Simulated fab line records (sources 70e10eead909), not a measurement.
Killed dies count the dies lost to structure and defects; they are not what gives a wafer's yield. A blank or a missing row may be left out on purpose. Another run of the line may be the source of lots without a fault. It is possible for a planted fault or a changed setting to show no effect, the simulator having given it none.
fab line records | flow nand_harc | part 1 of 2: steps 1 to 21 of 28
record: lots: 5 | wafers: 15 | last_day: 33
route steps=1302 shown A_CHANNEL_HOLE_D1@453
lots untouched by any fault: they come from a run of this same line in which no faults occurred
start_h: hours from the record's opening day to when the first of the lot's shown wafers began | wait_h: hours elapsed since this lot's preceding step | " repeats the value in the row above | L1.1+2: one row covering several wafers at once | - no value, or no start was given | * or withheld: withheld | < > ~ a bound
route shown NAME@n: a module of which the file shows steps, and the number in the route of the first | usual: average and standard deviation across the fault-free wafers | same: alike in all rows | chamber/n: place in a boat | sites: per-site readings | _std_site: their standard deviation | _edge_site: the outer-site mean with the inner-site mean subtracted | radius_mm: for every site, how far away it sits from the centre of the wafer | mask NAME#n: copy n | behind: tool/chamber where the wafer was last shaped | hold: why the lot was held/for how many hours/how that ended | device: whichever transistor did not switch (one of n, p or np) | end of line: tests of these same wafers at the route's end | where a step has no rows: the recipe by itself | killed: at the first sort, the dies lost to defects and structure; wafer yield is something else | map: a wafer's dies, x killed, . not, _ none there
set.NAME: setting as actually run; set.NAME@STEP: the setting as run at that earlier step | model.NAME: the simulator's own value behind a step, which no gauge read
lots at some steps of the route; a table a step, a row a wafer
services: when a tool's chamber went out of use (start_h, in hours from the record's first day, below 0 if earlier), for how many hours, and the reason
== steps ==
step: NHARC_A_CHANNEL_HOLE_D1_HMDS_03
recipe: time_s: 30
same: time_s: 30
lot.wafer  | tool           | chamber | start_h | wait_h
L076.1+3+4 | litho_track-06 | 0       | -       | -
L086.2+3+5 | litho_track-06 | 0       | -       | -
L094.1+2+4 | litho_track-06 | 0       | -       | -
L097.3+4+5 | litho_track-06 | 0       | -       | -
L096.3+4+6 | litho_track-01 | 0       | -       | -
step: NHARC_A_CHANNEL_HOLE_D1_COAT_36
recipe: temp_c: 260 | time_s: 75
same: time_s: 75
lot.wafer  | tool           | chamber | start_h | wait_h
L076.1+3+4 | litho_track-06 | 0       | -       | -
L086.2+3+5 | litho_track-06 | 0       | -       | -
L094.1+2+4 | litho_track-06 | 0       | -       | -
L097.3+4+5 | litho_track-06 | 0       | -       | -
L096.3+4+6 | litho_track-01 | 0       | -       | -
step: NHARC_A_CHANNEL_HOLE_D1_COAT_37
recipe: temp_c: 225 | time_s: 65
same: time_s: 65
lot.wafer  | tool           | chamber | start_h | wait_h
L076.1+3+4 | litho_track-06 | 0       | -       | -
L086.2+3+5 | litho_track-06 | 0       | -       | -
L094.1+2+4 | litho_track-06 | 0       | -       | -
L097.3+4+5 | litho_track-06 | 0       | -       | -
L096.3+4+6 | litho_track-01 | 0       | -       | -
step: NHARC_A_CHANNEL_HOLE_D1_COAT_04
recipe: spin_rpm: 1500 | resist_thk_nm: 90
lot.wafer  | tool           | chamber | start_h | wait_h
L076.1+3+4 | litho_track-06 | 0       | -       | -
L086.2+3+5 | litho_track-06 | 0       | -       | -
L094.1+2+4 | litho_track-06 | 0       | -       | -
L097.3+4+5 | litho_track-06 | 0       | -       | -
L096.3+4+6 | litho_track-01 | 0       | -       | -
step: NHARC_A_CHANNEL_HOLE_D1_SOFTBAKE_05
recipe: temp_c: 105 | time_s: 55
same: time_s: 55
lot.wafer  | tool           | chamber | start_h | wait_h
L076.1+3+4 | litho_track-06 | 0       | -       | -
L086.2+3+5 | litho_track-06 | 0       | -       | -
L094.1+2+4 | litho_track-06 | 0       | -       | -
L097.3+4+5 | litho_track-06 | 0       | -       | -
L096.3+4+6 | litho_track-01 | 0       | -       | -
step: NHARC_A_CHANNEL_HOLE_D1_EBR_06
lot.wafer  | tool           | chamber | start_h | wait_h
L076.1+3+4 | litho_track-06 | 0       | -       | -
L086.2+3+5 | litho_track-06 | 0       | -       | -
L094.1+2+4 | litho_track-06 | 0       | -       | -
L097.3+4+5 | litho_track-06 | 0       | -       | -
L096.3+4+6 | litho_track-01 | 0       | -       | -
step: NHARC_A_CHANNEL_HOLE_D1_EXPOSE_07
recipe: na: 1.35 | target_cd_nm: 100 | sigma_outer: 0.3 | dose_mj: 59.65 | mask_id: HOLE_D1
usual: reticle_temp_C: 23.01/0.098
lot.wafer | tool            | chamber | start_h | wait_h | mask      | reticle_temp_C
L076.1    | arfi_scanner-01 | 0       | 190.40  | -      | HOLE_D1#0 | 22.85
L076.3    | "               | 0       | "       | "      | HOLE_D1#0 | 22.83
L076.4    | "               | 0       | "       | "      | HOLE_D1#0 | 22.87
L086.2    | arfi_scanner-03 | 0       | 293.42  | -      | HOLE_D1#0 | 22.96
L086.3    | "               | 0       | "       | "      | HOLE_D1#0 | 22.93
L086.5    | "               | 0       | "       | "      | HOLE_D1#0 | 23.01
L094.1    | arfi_scanner-01 | 0       | 374.40  | -      | HOLE_D1#0 | 23.10
L094.2    | "               | 0       | "       | "      | HOLE_D1#0 | 23.03
L094.4    | "               | 0       | "       | "      | HOLE_D1#0 | 22.99
L097.3    | arfi_scanner-01 | 0       | 408.35  | -      | HOLE_D1#0 | 22.89
L097.4    | "               | 0       | "       | "      | HOLE_D1#0 | 22.97
L097.5    | "               | 0       | "       | "      | HOLE_D1#0 | 23.06
L096.3    | arfi_scanner-03 | 0       | 409.15  | -      | HOLE_D1#0 | 22.94
L096.4    | "               | 0       | "       | "      | HOLE_D1#0 | 23.09
L096.6    | "               | 0       | "       | "      | HOLE_D1#0 | 23.03
step: NHARC_A_CHANNEL_HOLE_D1_PEB_08
recipe: peb_temp_c: 100 | peb_time_s: 65
lot.wafer  | tool           | chamber | start_h | wait_h
L076.1+3+4 | litho_track-04 | 0       | 190.46  | 0.1
L086.2+3+5 | litho_track-01 | 0       | 293.48  | 0.1
L094.1+2+4 | litho_track-04 | 0       | 374.47  | 0.1
L097.3+4+5 | litho_track-04 | 0       | 408.40  | 0.0
L096.3+4+6 | litho_track-04 | 0       | 409.20  | 0.0
step: NHARC_A_CHANNEL_HOLE_D1_DEVELOP_09
recipe: develop_time_s: 35 | dev_temp_c: 23
lot.wafer  | tool           | chamber | start_h | wait_h
L076.1+3+4 | litho_track-04 | 0       | -       | -
L086.2+3+5 | litho_track-01 | 0       | -       | -
L094.1+2+4 | litho_track-04 | 0       | -       | -
L097.3+4+5 | litho_track-04 | 0       | -       | -
L096.3+4+6 | litho_track-04 | 0       | -       | -
step: NHARC_A_CHANNEL_HOLE_D1_CD_MEAS_10
recipe: target_cd_nm: 100 | landing_energy_ev: 500
usual: cd_nm: 100.1/0.53
same: landing_energy_ev: 500
lot.wafer | tool      | chamber | start_h | wait_h | cd_nm
L076.1    | cd_sem-03 | 0       | 190.54  | -      | 100.2
L076.3    | "         | 0       | "       | "      | 99.3
L076.4    | "         | 0       | "       | "      | 99.5
L086.2    | cd_sem-01 | 0       | 293.56  | -      | 100.4
L086.3    | "         | 0       | "       | "      | 100.9
L086.5    | "         | 0       | "       | "      | 100.5
L094.1    | cd_sem-02 | 0       | 374.56  | -      | 99.2
L094.2    | "         | 0       | "       | "      | 99.3
L094.4    | "         | 0       | "       | "      | 99.5
L097.3    | cd_sem-02 | 0       | 408.48  | -      | 100.1
L097.4    | "         | 0       | "       | "      | 100.0
L097.5    | "         | 0       | "       | "      | 99.7
L096.3    | cd_sem-02 | 0       | 409.28  | -      | 99.3
L096.4    | "         | 0       | "       | "      | 99.5
L096.6    | "         | 0       | "       | "      | 100.0
step: NHARC_A_CHANNEL_HOLE_D1_OVL_MEAS_11
usual: overlay_x_nm: -0.1/0.79 | overlay_y_nm: -0.1/1.1
lot.wafer | tool       | chamber | start_h | wait_h | overlay_x_nm | overlay_y_nm
L076.1    | overlay-02 | -       | 190.63  | -      | 0.8          | 0.3
L076.3    | "          | -       | "       | "      | 0.5          | 0.5
L076.4    | "          | -       | "       | "      | 0.6          | 0.0
L086.2    | overlay-02 | -       | 293.64  | -      | 0.8          | -0.8
L086.3    | "          | -       | "       | "      | 1.2          | -0.4
L086.5    | "          | -       | "       | "      | 1.1          | -0.6
L094.1    | overlay-01 | -       | 374.64  | -      | -1.7         | 0.8
L094.2    | "          | -       | "       | "      | -1.5         | 0.2
L094.4    | "          | -       | "       | "      | -0.6         | 1.0
L097.3    | overlay-01 | -       | 408.57  | -      | 0.2          | -0.1
L097.4    | "          | -       | "       | "      | 0.0          | -0.3
L097.5    | "          | -       | "       | "      | 0.5          | -0.5
L096.3    | overlay-01 | -       | 409.37  | -      | -0.5         | -0.3
L096.4    | "          | -       | "       | "      | -0.2         | -0.1
L096.6    | "          | -       | "       | "      | -0.1         | -0.4
step: NHARC_A_CHANNEL_HOLE_D1_INSPECT_12
usual: raw_defect_count: 5.3/2.9
lot.wafer | tool              | chamber | start_h | wait_h | raw_defect_count
L076.1    | defect_inspect-02 | -       | 190.66  | 0.0    | 6
L076.3    | "                 | -       | "       | "      | 3
L076.4    | "                 | -       | "       | "      | 2
L086.2    | defect_inspect-02 | -       | 293.68  | 0.0    | 3
L086.3    | "                 | -       | "       | "      | 10
L086.5    | "                 | -       | "       | "      | 3
L094.1    | defect_inspect-02 | -       | 374.68  | 0.0    | 4
L094.2    | "                 | -       | "       | "      | 4
L094.4    | "                 | -       | "       | "      | 3
L097.3    | defect_inspect-01 | -       | 408.60  | 0.0    | 2
L097.4    | "                 | -       | "       | "      | 4
L097.5    | "                 | -       | "       | "      | 4
L096.3    | defect_inspect-02 | -       | 409.40  | 0.0    | 2
L096.4    | "                 | -       | "       | "      | 1
L096.6    | "                 | -       | "       | "      | 4
step: NHARC_A_CHANNEL_HOLE_D1_DESCUM_15
recipe: time_s: 3 | o2_flow_sccm: 200 | ar_flow_sccm: 0 | bias_power_w: 0 | chemistry: O2
usual: drypump_motor_current_A: 5.5/0.3 | oes_product_au: 1.000/0.012 | rf_vpp_V: 57.8/0.85 | showerhead_plenum_p_Torr: 1.90/0.059 | throttle_valve_pct: 11.311/0.0094
same: time_s: 3
lot.wafer | tool        | chamber | start_h | wait_h | drypump_motor_current_A | oes_product_au | rf_hours_counter_h | rf_vpp_V | showerhead_plenum_p_Torr | throttle_valve_pct
L076.3    | rie_diel-10 | 0       | 190.72  | 0.1    | 5.3                     | 0.998          | 11                 | 58.6     | 1.97                     | 11.310
L076.4    | "           | 1       | "       | "      | 5.1                     | 1.034          | 11                 | 56.9     | 1.83                     | 11.311
L076.1    | "           | 2       | "       | "      | 5.6                     | 1.009          | 10                 | 55.3     | 1.89                     | 11.309
L086.3    | rie_diel-10 | 3       | 293.74  | 0.1    | 5.8                     | 1.004          | 3                  | 57.6     | 1.86                     | 11.313
L086.2    | "           | 1       | "       | "      | 5.1                     | 1.004          | 3                  | 58.0     | 1.83                     | 11.314
L086.5    | "           | 3       | "       | "      | 5.7                     | 1.007          | -                  | 58.1     | 1.86                     | 11.317
L094.1    | rie_diel-10 | 3       | 374.74  | 0.1    | 5.8                     | 0.991          | 10                 | 55.1     | 1.85                     | 11.326
L094.2    | "           | 0       | "       | "      | 5.3                     | 1.000          | 11                 | 57.0     | 1.96                     | 11.303
L094.4    | "           | 1       | "       | "      | 5.1                     | 1.006          | 11                 | 57.5     | 1.83                     | 11.299
L097.4    | rie_diel-04 | 0       | 408.68  | 0.1    | 5.8                     | 0.989          | 13                 | 58.6     | 2.03                     | 11.303
L097.3    | "           | 1       | "       | "      | 5.5                     | 0.994          | 12                 | 57.9     | 2.02                     | 11.294
L097.5    | "           | 3       | "       | "      | 5.6                     | 1.000          | -                  | 58.3     | 1.95                     | 11.308
L096.3    | rie_diel-10 | 0       | 409.48  | 0.1    | 5.3                     | 1.008          | 14                 | 57.8     | 1.96                     | 11.310
L096.4    | "           | 1       | "       | "      | 5.1                     | 1.002          | 13                 | 57.1     | 1.83                     | 11.298
L096.6    | "           | 2       | "       | "      | 5.6                     | 0.992          | -                  | 57.0     | 1.88                     | 11.309
step: NHARC_A_CHANNEL_HOLE_D1_ETCH_38
recipe: target_depth_a: 390 | over_etch_frac: 0.3 | time_s: 65 | ion_energy_ev: 80 | cf4_flow_sccm: 150 | ar_flow_sccm: 0 | rf_w: 300 | bias_w: 100 | chemistry: CF4
usual: drypump_motor_current_A: 5.5/0.31 | oes_product_au: 1.002/0.012 | rf_vpp_V: 151.1/1 | showerhead_plenum_p_Torr: 1.76/0.053 | throttle_valve_pct: 13.285/0.0091
same: time_s: 65
lot.wafer | tool        | chamber | start_h | wait_h | drypump_motor_current_A | oes_product_au | rf_hours_counter_h | rf_vpp_V | showerhead_plenum_p_Torr | throttle_valve_pct
L076.1    | rie_diel-10 | 0       | 190.92  | 0.2    | 5.3                     | 0.995          | 11                 | 152.2    | 1.82                     | 13.300
L076.4    | "           | 2       | "       | "      | 5.6                     | 1.016          | 10                 | 151.6    | 1.75                     | 13.276
L076.3    | "           | 3       | "       | "      | 5.8                     | 0.995          | 11                 | 149.8    | 1.72                     | 13.282
L086.2    | rie_diel-10 | 1       | 293.83  | 0.1    | 5.1                     | 0.998          | 3                  | 150.3    | 1.70                     | 13.283
L086.3    | "           | 2       | "       | "      | 5.5                     | 0.992          | 3                  | 150.9    | 1.74                     | 13.279
L086.5    | "           | 0       | "       | "      | 5.3                     | 0.987          | -                  | 151.9    | 1.81                     | 13.283
L094.1    | rie_diel-10 | 3       | 374.83  | 0.1    | 5.7                     | 0.996          | 10                 | 150.3    | 1.72                     | 13.291
L094.2    | "           | 0       | "       | "      | 5.3                     | 1.009          | 11                 | 152.8    | 1.81                     | 13.268
L094.4    | "           | 1       | "       | "      | 5.1                     | 1.001          | 11                 | 150.1    | 1.70                     | 13.301
L097.4    | rie_diel-04 | 2       | 408.75  | 0.1    | 5.6                     | 0.995          | 15                 | 150.9    | 1.79                     | 13.277
L097.3    | "           | 1       | "       | "      | 5.5                     | 1.012          | 12                 | 153.0    | 1.86                     | 13.292
L097.5    | "           | 3       | "       | "      | 5.6                     | 1.016          | -                  | 151.0    | 1.80                     | 13.275
L096.4    | rie_diel-10 | 0       | 409.55  | 0.1    | 5.3                     | 1.003          | 14                 | 150.8    | 1.81                     | 13.268
L096.3    | "           | 2       | "       | "      | 5.6                     | 0.984          | 13                 | 150.2    | 1.74                     | 13.269
L096.6    | "           | 0       | "       | "      | 5.3                     | 0.996          | -                  | 152.6    | 1.81                     | 13.277
step: NHARC_A_CHANNEL_HOLE_D1_ETCH_39
recipe: target_depth_a: 2600 | over_etch_frac: 0.3 | time_s: 325 | ion_energy_ev: 200 | n2_flow_sccm: 150 | h2_flow_sccm: 150 | ar_flow_sccm: 0 | rf_w: 400 | bias_w: 150 | chemistry: N2/H2
usual: drypump_motor_current_A: 5.5/0.32 | oes_product_au: 1.002/0.011 | rf_vpp_V: 430.2/2.1 | showerhead_plenum_p_Torr: 2.03/0.068 | throttle_valve_pct: 14.172/0.0087
same: time_s: 325
lot.wafer | tool        | chamber | start_h | wait_h | drypump_motor_current_A | oes_product_au | rf_hours_counter_h | rf_vpp_V | showerhead_plenum_p_Torr | throttle_valve_pct
L076.1    | rie_diel-10 | 3       | -       | -      | 5.8                     | 0.986          | 11                 | 428.8    | 1.98                     | 14.169
L076.3    | "           | 0       | "       | "      | 5.3                     | 0.990          | 11                 | 432.9    | 2.10                     | 14.183
L076.4    | "           | 2       | "       | "      | 5.6                     | 1.004          | 10                 | 429.4    | 2.01                     | 14.162
L086.3    | rie_diel-10 | 2       | -       | -      | 5.6                     | 0.990          | 3                  | 431.1    | 2.01                     | 14.176
L086.2    | "           | 3       | "       | "      | 5.8                     | 1.009          | 3                  | 429.4    | 1.98                     | 14.167
L086.5    | "           | 2       | "       | "      | 5.6                     | 0.992          | -                  | 428.8    | 2.01                     | 14.167
L094.2    | rie_diel-10 | 3       | -       | -      | 5.8                     | 0.995          | 10                 | 431.4    | 1.98                     | 14.177
L094.1    | "           | 0       | "       | "      | 5.3                     | 0.999          | 11                 | 432.3    | 2.09                     | 14.176
L094.4    | "           | 2       | "       | "      | 5.6                     | 0.990          | 10                 | 429.2    | 2.00                     | 14.164
L097.3    | rie_diel-04 | 3       | -       | -      | 5.6                     | 1.001          | 15                 | 433.2    | 2.07                     | 14.167
L097.4    | "           | 2       | "       | "      | 5.7                     | 0.999          | 15                 | 432.4    | 2.07                     | 14.195
L097.5    | "           | 0       | "       | "      | 5.8                     | 0.999          | -                  | 434.6    | 2.17                     | 14.171
L096.4    | rie_diel-10 | 1       | -       | -      | 5.1                     | 1.000          | 14                 | 427.6    | 1.95                     | 14.171
L096.3    | "           | 2       | "       | "      | 5.6                     | 0.984          | 13                 | 428.0    | 2.00                     | 14.173
L096.6    | "           | 0       | "       | "      | 5.3                     | 0.996          | -                  | 432.0    | 2.09                     | 14.171
step: NHARC_A_CHANNEL_HOLE_D1_ETCH_34
recipe: target_depth_a: 1540 | time_s: 77 | cf4_flow_sccm: 100 | chf3_flow_sccm: 30 | ar_flow_sccm: 0 | rf_w: 500 | bias_w: 200 | chemistry: CF4/CHF3
usual: drypump_motor_current_A: 5.5/0.31 | oes_product_au: 0.949/0.026 | rf_vpp_V: 370.1/1.8 | showerhead_plenum_p_Torr: 1.56/0.049 | throttle_valve_pct: 16.804/0.0096
same: time_s: 77
lot.wafer | tool        | chamber | start_h | wait_h | drypump_motor_current_A | oes_product_au | rf_hours_counter_h | rf_vpp_V | showerhead_plenum_p_Torr | throttle_valve_pct
L076.1    | rie_diel-10 | 0       | -       | -      | 5.3                     | 0.939          | 12                 | 372.0    | 1.62                     | 16.806
L076.3    | "           | 1       | "       | "      | 5.1                     | 0.966          | 12                 | 367.6    | 1.51                     | 16.799
L076.4    | "           | 3       | "       | "      | 5.7                     | 0.966          | 12                 | 370.2    | 1.53                     | 16.802
L086.2    | rie_diel-10 | 0       | -       | -      | 5.3                     | 0.964          | 3                  | 372.8    | 1.61                     | 16.801
L086.3    | "           | 2       | "       | "      | 5.5                     | 0.979          | 3                  | 368.6    | 1.55                     | 16.803
L086.5    | "           | 1       | "       | "      | 5.1                     | 0.981          | -                  | 369.4    | 1.51                     | 16.794
L094.1    | rie_diel-10 | 2       | -       | -      | 5.5                     | 0.909          | 10                 | 370.0    | 1.55                     | 16.781
L094.4    | "           | 3       | "       | "      | 5.7                     | 0.928          | 10                 | 368.7    | 1.53                     | 16.803
L094.2    | "           | 0       | "       | "      | 5.3                     | 0.932          | 11                 | 372.6    | 1.61                     | 16.807
L097.4    | rie_diel-04 | 1       | -       | -      | 5.5                     | 0.988          | 12                 | 373.6    | 1.65                     | 16.796
L097.3    | "           | 0       | "       | "      | 5.8                     | 0.961          | 13                 | 373.1    | 1.67                     | 16.818
L097.5    | "           | 1       | "       | "      | 5.5                     | 0.984          | -                  | 373.4    | 1.65                     | 16.789
L096.4    | rie_diel-10 | 2       | -       | -      | 5.6                     | 0.914          | 13                 | 369.0    | 1.55                     | 16.799
L096.3    | "           | 0       | "       | "      | 5.3                     | 0.919          | 14                 | 372.6    | 1.61                     | 16.807
L096.6    | "           | 2       | "       | "      | 5.6                     | 0.916          | -                  | 369.8    | 1.55                     | 16.808
step: NHARC_A_CHANNEL_HOLE_D1_ETCH_16
recipe: target_depth_a: 31000 | over_etch_frac: 0.3 | time_s: 806 | ion_energy_ev: 150 | o2_flow_sccm: 400 | cos_flow_sccm: 20 | ar_flow_sccm: 0 | rf_w: 500 | bias_w: 300 | chemistry: O2/COS
usual: drypump_motor_current_A: 5.5/0.32 | oes_product_au: 1.000/0.012 | rf_vpp_V: 313.8/1.6 | showerhead_plenum_p_Torr: 3.10/0.097 | throttle_valve_pct: 28.329/0.009
same: time_s: 806
lot.wafer | tool        | chamber | start_h | wait_h | drypump_motor_current_A | oes_product_au | rf_hours_counter_h | rf_vpp_V | showerhead_plenum_p_Torr | throttle_valve_pct
L076.4    | rie_diel-10 | 2       | -       | -      | 5.6                     | 1.006          | 11                 | 312.5    | 3.08                     | 28.328
L076.1    | "           | 3       | "       | "      | 5.8                     | 0.993          | 12                 | 313.1    | 3.04                     | 28.320
L076.3    | "           | 1       | "       | "      | 5.1                     | 1.028          | 12                 | 312.2    | 3.00                     | 28.309
L086.3    | rie_diel-10 | 1       | -       | -      | 5.1                     | 1.003          | 4                  | 313.5    | 3.00                     | 28.324
L086.2    | "           | 3       | "       | "      | 5.8                     | 1.013          | 3                  | 312.7    | 3.04                     | 28.332
L086.5    | "           | 2       | "       | "      | 5.6                     | 0.995          | -                  | 312.8    | 3.08                     | 28.324
L094.2    | rie_diel-10 | 3       | -       | -      | 5.8                     | 0.998          | 11                 | 312.1    | 3.03                     | 28.319
L094.4    | "           | 0       | "       | "      | 5.3                     | 1.002          | 12                 | 314.4    | 3.20                     | 28.324
L094.1    | "           | 1       | "       | "      | 5.1                     | 1.003          | 11                 | 312.4    | 2.99                     | 28.338
L097.3    | rie_diel-04 | 0       | -       | -      | 5.8                     | 1.002          | 13                 | 315.8    | 3.31                     | 28.334
L097.4    | "           | 3       | "       | "      | 5.6                     | 1.014          | 15                 | 313.8    | 3.17                     | 28.342
L097.5    | "           | 0       | "       | "      | 5.8                     | 0.999          | -                  | 316.2    | 3.31                     | 28.337
L096.4    | rie_diel-10 | 0       | -       | -      | 5.3                     | 0.995          | 14                 | 316.3    | 3.20                     | 28.339
L096.3    | "           | 3       | "       | "      | 5.7                     | 0.997          | 13                 | 313.8    | 3.03                     | 28.324
L096.6    | "           | 0       | "       | "      | 5.3                     | 0.997          | -                  | 316.1    | 3.20                     | 28.327
step: NHARC_A_CHANNEL_HOLE_D1_CD_MEAS_18
usual: cd_nm: 99.8/2.2
lot.wafer | tool      | chamber | start_h | wait_h | cd_nm
L076.1    | cd_sem-02 | -       | 192.28  | -      | 103.0
L076.3    | "         | -       | "       | "      | 98.6
L076.4    | "         | -       | "       | "      | 98.9
L086.2    | cd_sem-02 | -       | 294.85  | -      | 99.1
L086.3    | "         | -       | "       | "      | 96.6
L086.5    | "         | -       | "       | "      | 100.6
L094.1    | cd_sem-03 | -       | 375.85  | -      | 100.2
L094.2    | "         | -       | "       | "      | 97.8
L094.4    | "         | -       | "       | "      | 96.6
L097.3    | cd_sem-03 | -       | 409.78  | -      | 100.3
L097.4    | "         | -       | "       | "      | 100.7
L097.5    | "         | -       | "       | "      | 101.9
L096.3    | cd_sem-01 | -       | 410.58  | -      | 101.7
L096.4    | "         | -       | "       | "      | 98.4
L096.6    | "         | -       | "       | "      | 99.9
step: NHARC_A_CHANNEL_HOLE_D1_ETCH_19
recipe: bias_v: 1200 | source_w: 2500 | pressure_mtorr: 15 | time_s: 34.5 | ar_flow_sccm: 375 | c4f8_flow_sccm: 28.8 | o2_flow_sccm: 96.2 | temp_c: -20 | target_depth_a: * | chemistry: C4F8/O2/Ar
usual: drypump_motor_current_A: 5.58/0.12 | showerhead_plenum_p_Torr: 3.70/0.078 | throttle_valve_pct: 37.038/0.009
same: time_s: 34.5
lot.wafer | tool        | chamber | start_h | wait_h | drypump_motor_current_A | rf_hours_counter_h | showerhead_plenum_p_Torr | throttle_valve_pct
L076.1    | har_etch-01 | 0       | 192.37  | 0.1    | 5.72                    | 91                 | 3.66                     | 37.047
L076.3    | "           | 1       | "       | "      | 5.48                    | -                  | 3.77                     | 37.042
L076.4    | "           | 0       | "       | "      | 5.74                    | -                  | 3.66                     | 37.024
L086.2    | har_etch-01 | 0       | 294.94  | 0.1    | 5.71                    | 152                | 3.63                     | 37.048
L086.3    | "           | 1       | "       | "      | 5.49                    | -                  | 3.74                     | 37.033
L086.5    | "           | 1       | "       | "      | 5.49                    | -                  | 3.74                     | 37.028
L094.2    | har_etch-01 | 1       | 376.92  | 1.1    | 5.45                    | 198                | 3.71                     | 37.044
L094.1    | "           | 0       | "       | "      | 5.77                    | 198                | 3.60                     | 37.042
L094.4    | "           | 1       | "       | "      | 5.48                    | -                  | 3.71                     | 37.036
L097.3    | har_etch-01 | 0       | 409.88  | 0.1    | 5.72                    | -                  | 3.59                     | 37.054
L097.4    | "           | 1       | "       | "      | 5.52                    | -                  | 3.70                     | 37.046
L097.5    | "           | 1       | "       | "      | 5.48                    | -                  | 3.70                     | 37.047
L096.3    | har_etch-02 | 0       | 412.61  | 2.0    | 5.58                    | -                  | 3.67                     | 37.045
L096.4    | "           | 1       | "       | "      | 5.48                    | -                  | 3.98                     | 37.035
L096.6    | "           | 1       | "       | "      | 5.47                    | -                  | 3.98                     | 37.038
step: NHARC_A_CHANNEL_HOLE_D1_ETCH_20
recipe: bias_v: 3000 | source_w: withheld | pressure_mtorr: 20 | time_s: 361.9 | ar_flow_sccm: 375 | c4f8_flow_sccm: 89.3 | o2_flow_sccm: 35.7 | temp_c: -20 | target_depth_a: 16000 | chemistry: C4F8/O2/Ar
usual: drypump_motor_current_A: 5.59/0.12 | showerhead_plenum_p_Torr: 3.66/0.075 | throttle_valve_pct: 32.154/0.01
same: time_s: 361.9
lot.wafer | tool        | chamber | start_h | wait_h | drypump_motor_current_A | rf_hours_counter_h | showerhead_plenum_p_Torr | throttle_valve_pct
L076.1    | har_etch-01 | 0       | 192.52  | 0.1    | 5.70                    | 91                 | 3.62                     | 32.163
L076.3    | "           | 1       | "       | "      | 5.46                    | -                  | 3.73                     | 32.148
L076.4    | "           | 0       | "       | "      | 5.70                    | -                  | 3.62                     | 32.147
L086.2    | har_etch-01 | 0       | 295.08  | 0.1    | 5.79                    | 152                | 3.59                     | 32.162
L086.3    | "           | 1       | "       | "      | 5.46                    | -                  | 3.70                     | 32.154
L086.5    | "           | 1       | "       | "      | 5.48                    | -                  | 3.70                     | 32.164
L094.2    | har_etch-01 | 1       | 377.03  | 0.1    | 5.47                    | 198                | 3.67                     | 32.148
L094.1    | "           | 0       | "       | "      | 5.72                    | 198                | 3.57                     | 32.176
L094.4    | "           | 1       | "       | "      | 5.46                    | -                  | 3.67                     | 32.143
L097.3    | har_etch-01 | 0       | 410.06  | 0.2    | 5.73                    | -                  | 3.55                     | 32.161
L097.4    | "           | 1       | "       | "      | 5.47                    | -                  | 3.66                     | 32.158
L097.5    | "           | 1       | "       | "      | 5.49                    | -                  | 3.66                     | 32.158
L096.3    | har_etch-02 | 0       | 412.79  | 0.2    | 5.62                    | -                  | 3.63                     | 32.158
L096.4    | "           | 1       | "       | "      | 5.50                    | -                  | 3.93                     | 32.141
L096.6    | "           | 1       | "       | "      | 5.49                    | -                  | 3.93                     | 32.176
step: NHARC_A_CHANNEL_HOLE_D1_ETCH_21
recipe: bias_v: 3000 | source_w: withheld | pressure_mtorr: 20 | time_s: 514.3 | ar_flow_sccm: 375 | c4f8_flow_sccm: 89.3 | o2_flow_sccm: 35.7 | temp_c: -20 | target_depth_a: 16000 | chemistry: C4F8/O2/Ar
usual: drypump_motor_current_A: 5.59/0.12 | showerhead_plenum_p_Torr: 3.66/0.075 | throttle_valve_pct: 32.156/0.009
same: time_s: 514.3
lot.wafer | tool        | chamber | start_h | wait_h | drypump_motor_current_A | rf_hours_counter_h | showerhead_plenum_p_Torr | throttle_valve_pct
L076.1    | har_etch-01 | 0       | 192.85  | 0.3    | 5.72                    | 92                 | 3.62                     | 32.176
L076.3    | "           | 1       | "       | "      | 5.45                    | -                  | 3.73                     | 32.157
L076.4    | "           | 0       | "       | "      | 5.75                    | -                  | 3.62                     | 32.170
L086.2    | har_etch-01 | 0       | 295.42  | 0.3    | 5.76                    | 153                | 3.59                     | 32.144
L086.3    | "           | 1       | "       | "      | 5.47                    | -                  | 3.70                     | 32.157
L086.5    | "           | 1       | "       | "      | 5.46                    | -                  | 3.70                     | 32.166
L094.2    | har_etch-01 | 1       | 377.35  | 0.3    | 5.47                    | 199                | 3.67                     | 32.146
L094.1    | "           | 0       | "       | "      | 5.75                    | 199                | 3.57                     | 32.150
L094.4    | "           | 1       | "       | "      | 5.47                    | -                  | 3.67                     | 32.157
L097.3    | har_etch-01 | 0       | 410.42  | 0.3    | 5.72                    | -                  | 3.55                     | 32.158
L097.4    | "           | 1       | "       | "      | 5.46                    | -                  | 3.66                     | 32.164
L097.5    | "           | 1       | "       | "      | 5.46                    | -                  | 3.66                     | 32.153
L096.3    | har_etch-02 | 0       | 413.15  | 0.3    | 5.59                    | -                  | 3.63                     | 32.142
L096.4    | "           | 1       | "       | "      | 5.50                    | -                  | 3.93                     | 32.157
L096.6    | "           | 1       | "       | "      | 5.48                    | -                  | 3.93                     | 32.168
